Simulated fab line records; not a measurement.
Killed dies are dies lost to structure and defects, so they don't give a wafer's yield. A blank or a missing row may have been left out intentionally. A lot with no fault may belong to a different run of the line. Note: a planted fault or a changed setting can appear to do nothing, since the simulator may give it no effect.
What tool caused it?	flow n5Finfet	at 1 step of a route of 1938, 9 lots with 26 wafers sampled

## WHAT THE GAUGES READ, wafer by wafer
N5_BEOL_M4_RC_MEAS_101.
lot	measured	on	DIBL_N (mV/V)
L856	day 8 12:53	prober-02	35.2 37.0 37.2
L858	day 8 20:23	prober-02	33.8 33.5 33.9
L859	day 9 18:23	prober-02	36.5 35.0 36.1
L862	day 10 14:52	prober-02	36.6 37.2 36.1
L866	day 11 08:07	prober-02	37.6 36.9
L875	day 13 17:34	prober-01	36.5 35.8 36.4
L877	day 14 01:35	prober-02	35.1 35.0 35.1
L878	day 14 19:56	prober-01	41.0 37.6 38.4
L879	day 14 22:47	prober-02	35.3 35.2 35.9

## WHAT TOOL EACH LOT RAN ON (gives the tool, then ch and the chambers of the sampled wafers, and finally the start)
The record holds no process step before these readings.

## THE ANSWER, worked out from the rows above alone
Rule: the lots themselves supply what counts as usual. Put in order of their means at a reading, lots are off if they are a third of the lots or fewer, leave a main group of 4 or more, and stand apart from it by a gap of 3 or more times the standard deviation of the main group's means; of several such gaps the widest counts. A main group whose means are all the same, to the digits that the tables above print for the reading, isn't used. A lot without any number at a reading at which 4 lots or more have one is off too. Any other lot the step has rows for is counted as sound.
None of the lots is off at any reading shown; this tells nothing.

## WHAT THE SIMULATOR PUT IN
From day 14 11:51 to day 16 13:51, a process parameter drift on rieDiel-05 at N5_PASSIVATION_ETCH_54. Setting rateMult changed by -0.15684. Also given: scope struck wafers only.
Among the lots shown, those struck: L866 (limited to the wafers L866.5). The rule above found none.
